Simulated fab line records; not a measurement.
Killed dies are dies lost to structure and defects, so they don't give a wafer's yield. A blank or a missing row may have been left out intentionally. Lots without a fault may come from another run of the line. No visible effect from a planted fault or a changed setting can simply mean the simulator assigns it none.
Lot-split experiment ; flow n5_finfet ; 39 wafers read across 7 lots, on a route 1938 steps long

== THE SPLIT ==
At N5_HKMG_FIN_ETCH_35 (etches SOC in N2/H2, target depth 215.8 nm, time 243.4 s), the setting bias_w was moved away from the recipe's 5 W on 12 of the 39 wafers read, by -10.6% to +12.9%. All remaining wafers had this setting at the recipe value.

Reading taken at the split's own step.

== THE READING ==
rf_vpp_V, in V, at N5_HKMG_FIN_ETCH_35 (etches SOC in N2/H2, target depth 215.8 nm, time 243.4 s). Typical for fault-free wafers on this fab line: 141.6 V, with standard deviation 1 V.

wafer;tool, chamber at the split;bias_w as run, W;against the recipe;rf_vpp_V, V;against lot-mates on the recipe
L074.1;rie_diel-04, 0;4.468;-10.6%;130.5;-12.2
L074.2;rie_diel-04, 1;5;recipe;143.6;-
L074.3;rie_diel-04, 2;5;recipe;141.3;-
L074.4;rie_diel-04, 3;4.468;-10.6%;132.2;-10.5
L074.5;rie_diel-04, 0;4.468;-10.6%;130.7;-12.0
L074.6;rie_diel-04, 1;5;recipe;143.1;-
L076.1;rie_diel-03, 2;5;recipe;142.8;-
L076.2;rie_diel-03, 3;5.643;+12.9%;153.1;+10.4
L076.3;rie_diel-03, 1;5.643;+12.9%;154.5;+11.8
L076.4;rie_diel-03, 0;5;recipe;141.3;-
L076.5;rie_diel-03, 2;5.643;+12.9%;151.9;+9.2
L076.6;rie_diel-03, 3;5;recipe;143.9;-
L078.1;rie_diel-03, 2;5;recipe;142.0;-
L078.3;rie_diel-03, 3;5;recipe;141.5;-
L078.4;rie_diel-03, 0;5;recipe;142.1;-
L080.1;rie_diel-02, 2;5;recipe;141.4;-
L080.2;rie_diel-02, 0;5.366;+7.3%;148.8;+7.3
L080.3;rie_diel-02, 1;5;recipe;141.4;-
L080.4;rie_diel-02, 3;5;recipe;141.8;-
L080.5;rie_diel-02, 2;5.366;+7.3%;148.4;+6.9
L080.6;rie_diel-02, 1;5.366;+7.3%;147.5;+6.0
L086.1;rie_diel-02, 1;5;recipe;139.4;-
L086.2;rie_diel-02, 3;5;recipe;142.0;-
L086.3;rie_diel-02, 0;5;recipe;141.8;-
L086.4;rie_diel-02, 2;5;recipe;141.2;-
L086.5;rie_diel-02, 1;5;recipe;141.3;-
L086.6;rie_diel-02, 2;5;recipe;139.5;-
L093.1;rie_diel-02, 0;5;recipe;140.9;-
L093.2;rie_diel-02, 3;5;recipe;140.3;-
L093.3;rie_diel-02, 1;5;recipe;141.5;-
L093.4;rie_diel-02, 2;5;recipe;140.9;-
L093.5;rie_diel-02, 3;5;recipe;142.0;-
L093.6;rie_diel-02, 2;5;recipe;141.4;-
L094.1;rie_diel-04, 2;5.351;+7.0%;148.9;+7.0
L094.2;rie_diel-04, 1;5;recipe;142.3;-
L094.3;rie_diel-04, 3;5;recipe;141.2;-
L094.4;rie_diel-04, 0;5.351;+7.0%;149.0;+7.1
L094.5;rie_diel-04, 3;5.351;+7.0%;147.8;+5.9
L094.6;rie_diel-04, 0;5;recipe;142.2;-

THE FIT
A straight line over all 39 wafers: rf_vpp_V changes by +0.939 V for each +1% of bias_w; r = +0.98; the points scatter about the line by 0.99 V.
The same after taking each lot's own level away (the mean of its wafers on the recipe; 39 wafers): +0.938 V for each +1%; r = +0.98; scatter 0.97 V.
On that fit, the largest move of bias_w shifts the reading by 12 V.
The span of the lots' own levels, 140.87 to 142.67 V, comes to 1.8 times the standard deviation stated above.
The two slopes agree, so the slope changes little with the lot-to-lot level.
Check: +12.1 V against its lot-mates is what the line predicts for one of the wafers moved furthest among these (+12.9%) when that wafer is left out of the fit. Against them it came out at +10.4 V.
Tool readings at the split's step, against how far the setting was moved: rf_vpp_V r = +0.98.

== THESE WAFERS: OTHER SPLITS ==
Other splits were also applied to these wafers ahead of the reading. Each is held against what the fit with the lots' levels taken away leaves over:
other split on the same wafers;wafers away from the commonest value;r with rf_vpp_V (lot level and that fit taken away)
N5_FIN_CUT_ETCH_21 bias_w;12;-0.26
N5_SD_EPI_N_EXPOSE_06 dose_mj;15;-0.15
N5_SD_EPI_N_ETCH_35 time_s;15;-0.13

== FILE'S OWN FIT ==
rf_vpp_V changes by +0.927 V for each +1% of bias_w, r = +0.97.
